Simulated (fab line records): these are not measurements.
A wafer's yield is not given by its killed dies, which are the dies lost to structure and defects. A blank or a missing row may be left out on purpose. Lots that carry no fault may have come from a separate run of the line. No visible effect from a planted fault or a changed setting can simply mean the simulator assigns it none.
Which of the tools did it? || flow nand_harc || Sampling: 11 lots, 33 wafers, 5 of 1159 route steps

## WHAT THE GAUGES SHOWED, per wafer
NHARC_END_SORT_01.
{"lot": "L924", "measured": "day 20 12:23", "on": "prober-02", "killed_at_array": "675 673 671", "killed_at_other": "1 2 0", "killed_at_periphery": "1 2 6", "killed_dies": "677 677 677", "killed_open": "4 2 4", "killed_short": "1 1 2"}
{"lot": "L925", "measured": "day 20 19:25", "on": "prober-02", "killed_at_array": "676 675 676", "killed_at_other": "0 1 0", "killed_at_periphery": "1 1 1", "killed_dies": "677 677 677", "killed_open": "4 6 3", "killed_short": "1 1 1"}
{"lot": "L927", "measured": "day 21 07:46", "on": "prober-02", "killed_at_array": "666 674 675", "killed_at_other": "1 0 0", "killed_at_periphery": "10 3 2", "killed_dies": "677 677 677", "killed_open": "4 3 4", "killed_short": "1 2 2"}

## WHICH TOOL RAN EACH LOT (tool, then ch and the chambers of the sampled wafers, then the start)
{"lot": "L921", "NHARC_A_CONTACT_STRIP_82": "rie_diel-06 ch 0,3, day 17 06:52 or earlier", "NHARC_A_CONTACT_ETCH_88": "rie_diel-06 ch 2,3, day 17 06:52", "NHARC_A_CONTACT_ETCH_135": "har_cap_etch-02 ch 0,1, day 17 08:04", "NHARC_A_CONTACT_ETCH_98": "rie_diel-06 ch 1,3, no start"}
{"lot": "L924", "NHARC_A_CONTACT_STRIP_82": "rie_diel-09 ch 0,1,3, day 17 15:23 or earlier", "NHARC_A_CONTACT_ETCH_88": "rie_diel-13 ch 1,2,3, day 17 15:23", "NHARC_A_CONTACT_ETCH_135": "har_cap_etch-02 ch 0,1, day 17 16:29", "NHARC_A_CONTACT_ETCH_98": "rie_diel-06 ch 0,1,3, day 20 12:23 or earlier"}
{"lot": "L925", "NHARC_A_CONTACT_STRIP_82": "rie_diel-06 ch 0,1,2, day 17 18:16 or earlier", "NHARC_A_CONTACT_ETCH_88": "rie_diel-06 ch 1,2,3, day 17 18:16", "NHARC_A_CONTACT_ETCH_135": "har_cap_etch-01 ch 0,1, day 17 19:22", "NHARC_A_CONTACT_ETCH_98": "rie_diel-06 ch 0,2,3, day 20 19:25 or earlier"}
{"lot": "L927", "NHARC_A_CONTACT_STRIP_82": "rie_diel-06 ch 1,2, day 19 03:49 or earlier", "NHARC_A_CONTACT_ETCH_88": "rie_diel-06 ch 1,2,3, day 19 03:49", "NHARC_A_CONTACT_ETCH_135": "har_cap_etch-03 ch 0,1, day 19 05:12", "NHARC_A_CONTACT_ETCH_98": "rie_diel-06 ch 1,2, day 19 06:23"}
{"lot": "L934", "NHARC_A_CONTACT_STRIP_82": "rie_diel-13 ch 0,2,3, day 19 20:00 or earlier", "NHARC_A_CONTACT_ETCH_88": "rie_diel-09 ch 0,3, day 19 20:00", "NHARC_A_CONTACT_ETCH_135": "har_cap_etch-03 ch 0,1, day 19 21:10", "NHARC_A_CONTACT_ETCH_98": "rie_diel-06 ch 1,2, no start"}
{"lot": "L936", "NHARC_A_CONTACT_STRIP_82": "rie_diel-09 ch 0,1, day 20 14:35 or earlier", "NHARC_A_CONTACT_ETCH_88": "rie_diel-09 ch 1,3, day 20 14:35", "NHARC_A_CONTACT_ETCH_135": "har_cap_etch-03 ch 0,1, day 20 15:52", "NHARC_A_CONTACT_ETCH_98": "rie_diel-09 ch 0,1,3, no start"}
{"lot": "L938", "NHARC_A_CONTACT_STRIP_82": "rie_diel-06 ch 0,1, day 20 23:53 or earlier", "NHARC_A_CONTACT_ETCH_88": "rie_diel-06 ch 1,2, day 20 23:53", "NHARC_A_CONTACT_ETCH_135": "har_cap_etch-01 ch 0,1, day 21 01:05", "NHARC_A_CONTACT_ETCH_98": "rie_diel-06 ch 0,1,2, no start"}
{"lot": "L937", "NHARC_A_CONTACT_STRIP_82": "rie_diel-13 ch 0,2,3, day 21 05:21 or earlier", "NHARC_A_CONTACT_ETCH_88": "rie_diel-13 ch 0,1,2, day 21 05:21", "NHARC_A_CONTACT_ETCH_135": "har_cap_etch-02 ch 0,1, day 21 06:32", "NHARC_A_CONTACT_ETCH_98": "rie_diel-06 ch 1,2,3, no start"}
{"lot": "L941", "NHARC_A_CONTACT_STRIP_82": "rie_diel-13 ch 2,3, day 22 04:09 or earlier", "NHARC_A_CONTACT_ETCH_88": "rie_diel-06 ch 0,2, day 22 04:09", "NHARC_A_CONTACT_ETCH_135": "har_cap_etch-01 ch 0,1, day 22 05:53", "NHARC_A_CONTACT_ETCH_98": "rie_diel-06 ch 0,1,3, no start"}
{"lot": "L940", "NHARC_A_CONTACT_STRIP_82": "rie_diel-13 ch 0,2,3, day 22 07:07 or earlier", "NHARC_A_CONTACT_ETCH_88": "rie_diel-06 ch 0,2, day 22 07:07", "NHARC_A_CONTACT_ETCH_135": "har_cap_etch-01 ch 0,1, day 22 08:39", "NHARC_A_CONTACT_ETCH_98": "rie_diel-06 ch 0,2, no start"}
{"lot": "L943", "NHARC_A_CONTACT_STRIP_82": "rie_diel-06 ch 0,3, day 22 20:38 or earlier", "NHARC_A_CONTACT_ETCH_88": "rie_diel-13 ch 0,1,3, day 22 20:38", "NHARC_A_CONTACT_ETCH_135": "har_cap_etch-01 ch 0,1, day 22 21:47", "NHARC_A_CONTACT_ETCH_98": "rie_diel-13 ch 1,2, no start"}
- NHARC_A_CONTACT_STRIP_82: strips in O2.
- NHARC_A_CONTACT_ETCH_88: etches the open film in CF4, target depth 39 nm, time 65 s.
- NHARC_A_CONTACT_ETCH_135: etches the open film in C4F8/O2/Ar, time 132 s, target depth 1287 nm.
- NHARC_A_CONTACT_ETCH_98: etches the open film in C4F6/O2, target depth 20 nm, time 10 s.

## WHAT THE TOOLS THEMSELVES READ (means of the sampled wafers that have a number; where no wafer has one, the mark that the record gives instead)
NHARC_A_CONTACT_STRIP_82.
{"lot": "L921", "tool": "rie_diel-06", "drypump_motor_current_A (A)": 5.9, "oes_product_au (a.u.)": 1.009, "rf_vpp_V (V)": 56.9, "showerhead_plenum_p_Torr (Torr)": 3.39, "throttle_valve_pct (%)": 17.033}
{"lot": "L924", "tool": "rie_diel-09", "drypump_motor_current_A (A)": 5.4, "oes_product_au (a.u.)": 1.001, "rf_vpp_V (V)": 58.4, "showerhead_plenum_p_Torr (Torr)": 3.61, "throttle_valve_pct (%)": 17.036}
{"lot": "L925", "tool": "rie_diel-06", "drypump_motor_current_A (A)": 5.5, "oes_product_au (a.u.)": 1.004, "rf_vpp_V (V)": 58.2, "showerhead_plenum_p_Torr (Torr)": 3.55, "throttle_valve_pct (%)": 17.030}
{"lot": "L927", "tool": "rie_diel-06", "drypump_motor_current_A (A)": 5.8, "oes_product_au (a.u.)": 1.007, "rf_vpp_V (V)": 57.0, "showerhead_plenum_p_Torr (Torr)": 3.67, "throttle_valve_pct (%)": 17.028}
{"lot": "L934", "tool": "rie_diel-13", "drypump_motor_current_A (A)": 5.7, "oes_product_au (a.u.)": 0.996, "rf_vpp_V (V)": 57.9, "showerhead_plenum_p_Torr (Torr)": 3.50, "throttle_valve_pct (%)": 17.036}
{"lot": "L936", "tool": "rie_diel-09", "drypump_motor_current_A (A)": 5.7, "oes_product_au (a.u.)": 0.990, "rf_vpp_V (V)": 58.1, "showerhead_plenum_p_Torr (Torr)": 3.64, "throttle_valve_pct (%)": 17.040}
{"lot": "L938", "tool": "rie_diel-06", "drypump_motor_current_A (A)": 5.3, "oes_product_au (a.u.)": 0.999, "rf_vpp_V (V)": 57.3, "showerhead_plenum_p_Torr (Torr)": 3.43, "throttle_valve_pct (%)": 17.028}
{"lot": "L937", "tool": "rie_diel-13", "drypump_motor_current_A (A)": 5.7, "oes_product_au (a.u.)": 0.986, "rf_vpp_V (V)": 57.2, "showerhead_plenum_p_Torr (Torr)": 3.68, "throttle_valve_pct (%)": 17.029}
{"lot": "L941", "tool": "rie_diel-13", "drypump_motor_current_A (A)": 5.4, "oes_product_au (a.u.)": 0.997, "rf_vpp_V (V)": 58.2, "showerhead_plenum_p_Torr (Torr)": 3.62, "throttle_valve_pct (%)": 17.043}
{"lot": "L940", "tool": "rie_diel-13", "drypump_motor_current_A (A)": 5.7, "oes_product_au (a.u.)": 0.982, "rf_vpp_V (V)": 58.6, "showerhead_plenum_p_Torr (Torr)": 3.67, "throttle_valve_pct (%)": 17.045}
{"lot": "L943", "tool": "rie_diel-06", "drypump_motor_current_A (A)": 5.9, "oes_product_au (a.u.)": 1.003, "rf_vpp_V (V)": 58.3, "showerhead_plenum_p_Torr (Torr)": 3.37, "throttle_valve_pct (%)": 17.029}

NHARC_A_CONTACT_ETCH_88.
{"lot": "L921", "tool": "rie_diel-06", "bias_w (W)": 100.12, "cf4_flow_sccm (sccm)": 150.0, "drypump_motor_current_A (A)": 6.1, "oes_product_au (a.u.)": 1.004, "rf_vpp_V (V)": 150.9, "showerhead_plenum_p_Torr (Torr)": 1.75, "throttle_valve_pct (%)": 13.286}
{"lot": "L924", "tool": "rie_diel-13", "bias_w (W)": 99.91, "cf4_flow_sccm (sccm)": 150.1, "drypump_motor_current_A (A)": 5.8, "oes_product_au (a.u.)": 0.994, "rf_vpp_V (V)": 152.2, "showerhead_plenum_p_Torr (Torr)": 1.80, "throttle_valve_pct (%)": 13.291}
{"lot": "L925", "tool": "rie_diel-06", "bias_w (W)": 100.01, "cf4_flow_sccm (sccm)": 150.2, "drypump_motor_current_A (A)": 6.0, "oes_product_au (a.u.)": 1.007, "rf_vpp_V (V)": 152.3, "showerhead_plenum_p_Torr (Torr)": 1.79, "throttle_valve_pct (%)": 13.281}
{"lot": "L927", "tool": "rie_diel-06", "bias_w (W)": 100.11, "cf4_flow_sccm (sccm)": 150.0, "drypump_motor_current_A (A)": 6.0, "oes_product_au (a.u.)": 1.010, "rf_vpp_V (V)": 150.9, "showerhead_plenum_p_Torr (Torr)": 1.79, "throttle_valve_pct (%)": 13.281}
{"lot": "L934", "tool": "rie_diel-09", "bias_w (W)": 99.84, "cf4_flow_sccm (sccm)": 149.5, "drypump_motor_current_A (A)": 5.1, "oes_product_au (a.u.)": 0.991, "rf_vpp_V (V)": 151.6, "showerhead_plenum_p_Torr (Torr)": 1.79, "throttle_valve_pct (%)": 13.281}
{"lot": "L936", "tool": "rie_diel-09", "bias_w (W)": 100.22, "cf4_flow_sccm (sccm)": 149.7, "drypump_motor_current_A (A)": 5.4, "oes_product_au (a.u.)": 0.993, "rf_vpp_V (V)": 151.4, "showerhead_plenum_p_Torr (Torr)": 1.79, "throttle_valve_pct (%)": 13.281}
{"lot": "L938", "tool": "rie_diel-06", "bias_w (W)": 100.39, "cf4_flow_sccm (sccm)": 149.3, "drypump_motor_current_A (A)": 5.9, "oes_product_au (a.u.)": 1.008, "rf_vpp_V (V)": 150.9, "showerhead_plenum_p_Torr (Torr)": 1.81, "throttle_valve_pct (%)": 13.281}
{"lot": "L937", "tool": "rie_diel-13", "bias_w (W)": 100.20, "cf4_flow_sccm (sccm)": 149.8, "drypump_motor_current_A (A)": 6.2, "oes_product_au (a.u.)": 0.984, "rf_vpp_V (V)": 151.3, "showerhead_plenum_p_Torr (Torr)": 1.82, "throttle_valve_pct (%)": 13.282}
{"lot": "L941", "tool": "rie_diel-06", "bias_w (W)": 100.15, "cf4_flow_sccm (sccm)": 150.2, "drypump_motor_current_A (A)": 5.2, "oes_product_au (a.u.)": 0.995, "rf_vpp_V (V)": 150.1, "showerhead_plenum_p_Torr (Torr)": 1.74, "throttle_valve_pct (%)": 13.284}
{"lot": "L940", "tool": "rie_diel-06", "bias_w (W)": 100.17, "cf4_flow_sccm (sccm)": 149.8, "drypump_motor_current_A (A)": 5.5, "oes_product_au (a.u.)": 1.007, "rf_vpp_V (V)": 151.7, "showerhead_plenum_p_Torr (Torr)": 1.79, "throttle_valve_pct (%)": 13.300}
{"lot": "L943", "tool": "rie_diel-13", "bias_w (W)": 99.93, "cf4_flow_sccm (sccm)": 150.1, "drypump_motor_current_A (A)": 5.8, "oes_product_au (a.u.)": 0.988, "rf_vpp_V (V)": 151.6, "showerhead_plenum_p_Torr (Torr)": 1.83, "throttle_valve_pct (%)": 13.278}

NHARC_A_CONTACT_ETCH_135.
{"lot": "L921", "tool": "har_cap_etch-02", "chamber_pressure_mTorr (mTorr)": 20.013, "oes_air_line_au (a.u.)": 1.022}
{"lot": "L924", "tool": "har_cap_etch-02", "chamber_pressure_mTorr (mTorr)": "-", "oes_air_line_au (a.u.)": "-"}
{"lot": "L925", "tool": "har_cap_etch-01", "chamber_pressure_mTorr (mTorr)": "-", "oes_air_line_au (a.u.)": "-"}
{"lot": "L927", "tool": "har_cap_etch-03", "chamber_pressure_mTorr (mTorr)": "-", "oes_air_line_au (a.u.)": "-"}
{"lot": "L934", "tool": "har_cap_etch-03", "chamber_pressure_mTorr (mTorr)": 20.014, "oes_air_line_au (a.u.)": 0.992}
{"lot": "L936", "tool": "har_cap_etch-03", "chamber_pressure_mTorr (mTorr)": 20.004, "oes_air_line_au (a.u.)": 0.991}
{"lot": "L938", "tool": "har_cap_etch-01", "chamber_pressure_mTorr (mTorr)": 19.992, "oes_air_line_au (a.u.)": 1.009}
{"lot": "L937", "tool": "har_cap_etch-02", "chamber_pressure_mTorr (mTorr)": 19.995, "oes_air_line_au (a.u.)": 0.993}
{"lot": "L941", "tool": "har_cap_etch-01", "chamber_pressure_mTorr (mTorr)": 19.980, "oes_air_line_au (a.u.)": 1.019}
{"lot": "L940", "tool": "har_cap_etch-01", "chamber_pressure_mTorr (mTorr)": 20.010, "oes_air_line_au (a.u.)": 0.977}
{"lot": "L943", "tool": "har_cap_etch-01", "chamber_pressure_mTorr (mTorr)": 19.983, "oes_air_line_au (a.u.)": 0.982}

NHARC_A_CONTACT_ETCH_98.
{"lot": "L921", "tool": "rie_diel-06", "bias_w (W)": 500.0, "c4f6_flow_sccm (sccm)": 24.97, "drypump_motor_current_A (A)": 6.2, "oes_product_au (a.u.)": 0.957, "rf_vpp_V (V)": 547.5, "showerhead_plenum_p_Torr (Torr)": 3.91, "throttle_valve_pct (%)": 26.911}
{"lot": "L924", "tool": "rie_diel-06", "bias_w (W)": 500.4, "c4f6_flow_sccm (sccm)": 25.00, "drypump_motor_current_A (A)": 5.8, "oes_product_au (a.u.)": 0.951, "rf_vpp_V (V)": 545.9, "showerhead_plenum_p_Torr (Torr)": 3.84, "throttle_valve_pct (%)": 26.912}
{"lot": "L925", "tool": "rie_diel-06", "bias_w (W)": 500.5, "c4f6_flow_sccm (sccm)": 25.02, "drypump_motor_current_A (A)": 5.7, "oes_product_au (a.u.)": 0.959, "rf_vpp_V (V)": 546.8, "showerhead_plenum_p_Torr (Torr)": 3.88, "throttle_valve_pct (%)": 26.896}
{"lot": "L927", "tool": "rie_diel-06", "bias_w (W)": 498.0, "c4f6_flow_sccm (sccm)": 24.99, "drypump_motor_current_A (A)": 5.9, "oes_product_au (a.u.)": 0.965, "rf_vpp_V (V)": 548.9, "showerhead_plenum_p_Torr (Torr)": 4.03, "throttle_valve_pct (%)": 26.896}
{"lot": "L934", "tool": "rie_diel-06", "bias_w (W)": 499.1, "c4f6_flow_sccm (sccm)": 25.00, "drypump_motor_current_A (A)": 5.8, "oes_product_au (a.u.)": 0.968, "rf_vpp_V (V)": 549.7, "showerhead_plenum_p_Torr (Torr)": 4.07, "throttle_valve_pct (%)": 26.912}
{"lot": "L936", "tool": "rie_diel-09", "bias_w (W)": 499.8, "c4f6_flow_sccm (sccm)": 25.02, "drypump_motor_current_A (A)": 5.4, "oes_product_au (a.u.)": 0.963, "rf_vpp_V (V)": 548.4, "showerhead_plenum_p_Torr (Torr)": 3.99, "throttle_valve_pct (%)": 26.906}
{"lot": "L938", "tool": "rie_diel-06", "bias_w (W)": 500.2, "c4f6_flow_sccm (sccm)": 24.95, "drypump_motor_current_A (A)": 5.6, "oes_product_au (a.u.)": 0.947, "rf_vpp_V (V)": 546.6, "showerhead_plenum_p_Torr (Torr)": 3.94, "throttle_valve_pct (%)": 26.894}
{"lot": "L937", "tool": "rie_diel-06", "bias_w (W)": 499.6, "c4f6_flow_sccm (sccm)": 25.01, "drypump_motor_current_A (A)": 6.0, "oes_product_au (a.u.)": 0.948, "rf_vpp_V (V)": 547.7, "showerhead_plenum_p_Torr (Torr)": 3.95, "throttle_valve_pct (%)": 26.913}
{"lot": "L941", "tool": "rie_diel-06", "bias_w (W)": 501.9, "c4f6_flow_sccm (sccm)": 24.95, "drypump_motor_current_A (A)": 5.8, "oes_product_au (a.u.)": 0.989, "rf_vpp_V (V)": 544.2, "showerhead_plenum_p_Torr (Torr)": 3.83, "throttle_valve_pct (%)": 26.903}
{"lot": "L940", "tool": "rie_diel-06", "bias_w (W)": 503.0, "c4f6_flow_sccm (sccm)": 24.99, "drypump_motor_current_A (A)": 5.5, "oes_product_au (a.u.)": 0.949, "rf_vpp_V (V)": 548.9, "showerhead_plenum_p_Torr (Torr)": 3.98, "throttle_valve_pct (%)": 26.905}
{"lot": "L943", "tool": "rie_diel-13", "bias_w (W)": 499.8, "c4f6_flow_sccm (sccm)": 24.97, "drypump_motor_current_A (A)": 6.2, "oes_product_au (a.u.)": 0.931, "rf_vpp_V (V)": 548.6, "showerhead_plenum_p_Torr (Torr)": 3.96, "throttle_valve_pct (%)": 26.901}

## THE ANSWER, worked out from the rows above alone
Rule: usual is defined by the lots themselves. The widest of any qualifying gaps counts: lots, ordered by their means at a reading, are off when they make up no more than a third of the lots, leave a main group of 4 or more, and stand apart from it by 3 or more times the standard deviation of that group's means. A main group is skipped when, at the precision printed for the reading in the tables above, its means are all equal. Also off: a lot with no number at a reading for which 4 or more lots have one. All remaining lots with rows at the step are treated as sound. Order of review: gauges by route order, followed by the tools' own readings, for which a lot's mean as printed above is used. At the first step where some lot is off, the reading lying furthest off is the one used; lots without a number count as furthest.
Off: L924, L925, L927, at NHARC_A_CONTACT_ETCH_135 (chamber_pressure_mTorr). Without a number there: L924, L925, L927. Mean 19.999 mTorr and standard deviation 0.012 in the main group.
A tool fits if, at that step or a process step before it, it ran every lot that is off, and no sound lot after the first of them. NHARC_A_CONTACT_STRIP_82 gives no start for some lots, so the hours and the order of its lots are those of NHARC_A_CONTACT_ETCH_88. No candidate that was tried fits.

## WHAT HAD BEEN PUT IN BY THE SIMULATOR
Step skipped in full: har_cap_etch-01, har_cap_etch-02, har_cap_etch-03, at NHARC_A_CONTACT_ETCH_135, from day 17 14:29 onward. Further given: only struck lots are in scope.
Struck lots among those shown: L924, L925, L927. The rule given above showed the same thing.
